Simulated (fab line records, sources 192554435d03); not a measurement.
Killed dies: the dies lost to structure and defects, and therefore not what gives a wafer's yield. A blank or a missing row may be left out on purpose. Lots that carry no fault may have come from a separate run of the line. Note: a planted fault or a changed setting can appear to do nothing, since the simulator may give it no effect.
A struck lot beside a sound one -- flow n5 finfet -- 15 out of 1938 route steps
Sound: the wafers L169.3, L169.5, L169.6. Struck: wafers L180.2, L180.4, L180.5. The cause comes at the end.
For every step that has rows: the tool of each side, followed by ch and its chambers, followed by its first start. Under that, the readings that differ: sound wafers -- struck wafers -- difference of the means -- sigmas: that difference in standard deviations of wafers without a fault.
alike: same words and numbers on both sides, and readings whose means sit less than 2 such deviations apart. not compared: any withheld reading, any reading some wafer has no value for, any bound like >300 that may hide the same value, and any number with overlapping values for which the record gives no deviation.
Wherever a step has rows on one side only, a row that says differs or no value, or a row with sigmas, the two part there. Non-overlapping numbers with no deviation appear without sigmas and do not part them. A reading missing from all wafers of one side parts the sides only when that side holds two or more wafers.

N5_BEOL_M1_ANNEAL_87: time 240 s.
  sound: pvd sputter-02 at day 6 22:01; struck: pvd sputter-03 at day 9 13:49
  alike: heater power w
then, 1 step without rows for these wafers: N5_BEOL_M1_SPUTTER_88 (material Cu, target thk 4.5 nm, time 8.29 s).
N5_BEOL_M1_ANNEAL_89: time 240 s.
  sound: pvd sputter-02 at day 6 22:14; struck: pvd sputter-03 at day 9 14:02
  alike: heater power w
then, 2 steps without rows for these wafers: N5_BEOL_M1_SPUTTER_90 (material Cu, target thk 4.5 nm, time 8.29 s); N5_BEOL_M1_ANNEAL_91 (time 240 s).
N5_BEOL_M1_SPUTTER_92: material Cu, target thk 4.5 nm, time 8.29 s.
  sound: pvd sputter-02 at day 6 22:36; struck: pvd sputter-03 at day 9 14:24
  alike: throttle valve pct
N5_BEOL_M1_ANNEAL_93: time 240 s.
  sound: pvd sputter-02 at day 6 22:41; struck: pvd sputter-03 at day 9 14:29
  alike: heater power w
then, 4 steps without rows for these wafers: N5_BEOL_M1_SPUTTER_94 (material Cu, target thk 4.5 nm, time 8.29 s); N5_BEOL_M1_ANNEAL_95 (time 240 s); N5_BEOL_M1_SPUTTER_96 (material Cu, target thk 4.5 nm, time 8.29 s); N5_BEOL_M1_ECD_50 (material Cu, target thk 300 nm).
N5_BEOL_M1_ANNEAL_51: time 90 s.
  sound on rtp anneal-02 ch 0, day 6 23:44; struck on rtp anneal-02 ch 0, day 9 18:07
  alike: wafer_temp_C_max
N5_BEOL_M1_CMP_52: polishes, stops on SiOC, t overpolish 6.8 s, target thk 40 nm.
  sound on cmp-04 ch 1,2, day 6 23:57; struck on cmp-02 ch 1,2, day 9 18:25
reading,sound,struck,difference,sigmas
barrier field endpoint s (s),24.0 24.4 24.7,21.4 21.4 22.2,-2.7,-5
head pressure psi (psi),1.0004 1.0032 1.0012,1.1712 1.1730 1.1734,+0.1709,+74
time to endpoint s (s),56.7 59.2 62.0,64.3 69.4 67.6,+7.8,+3
  alike: clearing platen down force psi, motor current A, overpolish run s
N5_BEOL_M4_RC_MEAS_101:
  sound on prober-01 ch 0, day 8 11:26; struck on prober-02 ch 0, day 11 01:29
reading,sound,struck,difference,sigmas
IOFF_P (nA/um),0.31 0.24 0.24,0.19 0.21 0.17,-0.07,-2
  alike: DIBL_N, DIBL_P, IOFF_N, ION_N, ION_P, SS_N, SS_P, VT_N, VT_P
-- here the record skips 5 days between the struck wafers' starts before and after, leaving off in module BEOL_M4 and picking up in module PASSIVATION (first step shown: number 1936 of the route) --
N5_PASSIVATION_PROBE_49:
  rows exist in the record for the struck wafers here (prober-02, day 15 14:30), but not for the sound ones

WHERE THEY PART
Last at N5_PASSIVATION_PROBE_49 as far as this record goes, first at N5_BEOL_M1_CMP_52.

WHY: the cause the simulator had injected
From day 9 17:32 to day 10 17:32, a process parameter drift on cmp-02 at N5_BEOL_M1_CMP_52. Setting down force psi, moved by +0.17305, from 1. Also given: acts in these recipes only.
